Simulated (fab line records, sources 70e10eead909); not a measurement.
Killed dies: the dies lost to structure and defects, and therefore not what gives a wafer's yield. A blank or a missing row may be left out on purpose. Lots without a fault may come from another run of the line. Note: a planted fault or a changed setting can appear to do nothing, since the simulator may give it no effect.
Which tool did it? | flow nand harc | route of 1302 steps, sampled at 1 step: 11 lots, 33 wafers

== WHAT THE GAUGES READ, wafer by wafer ==
NHARC_P_GATE_INSPECT_28.
lot  | measured     | on                | raw defect count
L834 | day 5 05:47  | defect inspect-02 | 2 8 6
L836 | day 5 22:01  | defect inspect-01 | 5 2 4
L837 | day 6 06:07  | defect inspect-01 | 12 4 5
L839 | day 6 21:37  | defect inspect-02 | 5 7 5
L841 | day 8 06:28  | defect inspect-02 | 3 6 7
L848 | day 11 06:40 | defect inspect-02 | 3 1 4
L847 | day 11 07:11 | defect inspect-02 | 5 7 3
L854 | day 13 13:41 | defect inspect-01 | 5 3 6
L855 | day 13 19:52 | defect inspect-01 | 6 5 4
L856 | day 14 07:37 | defect inspect-02 | 4 2 5
L857 | day 14 22:28 | defect inspect-02 | 8 11 4

== TOOL THAT RAN EACH LOT (tool first, then ch and the chambers of the sampled wafers, then the start) ==
Record: no process step prior to these readings.

== THE ANSWER, worked out from the rows above alone ==
Rule: the lots themselves supply what counts as usual. The widest of any qualifying gaps counts: lots, ordered by their means at a reading, are off when they make up no more than a third of the lots, leave a main group of 4 or more, and stand apart from it by 3 or more times the standard deviation of that group's means. The tables above print the reading to a certain number of digits; a main group whose means all agree to those digits is not used. Also off: a lot with no number at a reading for which 4 or more lots have one. Any other lot the step has rows for is counted as sound.
Across all readings shown, no lot is off: no conclusion can be drawn from this.

== WHAT WAS PUT IN BY THE SIMULATOR ==
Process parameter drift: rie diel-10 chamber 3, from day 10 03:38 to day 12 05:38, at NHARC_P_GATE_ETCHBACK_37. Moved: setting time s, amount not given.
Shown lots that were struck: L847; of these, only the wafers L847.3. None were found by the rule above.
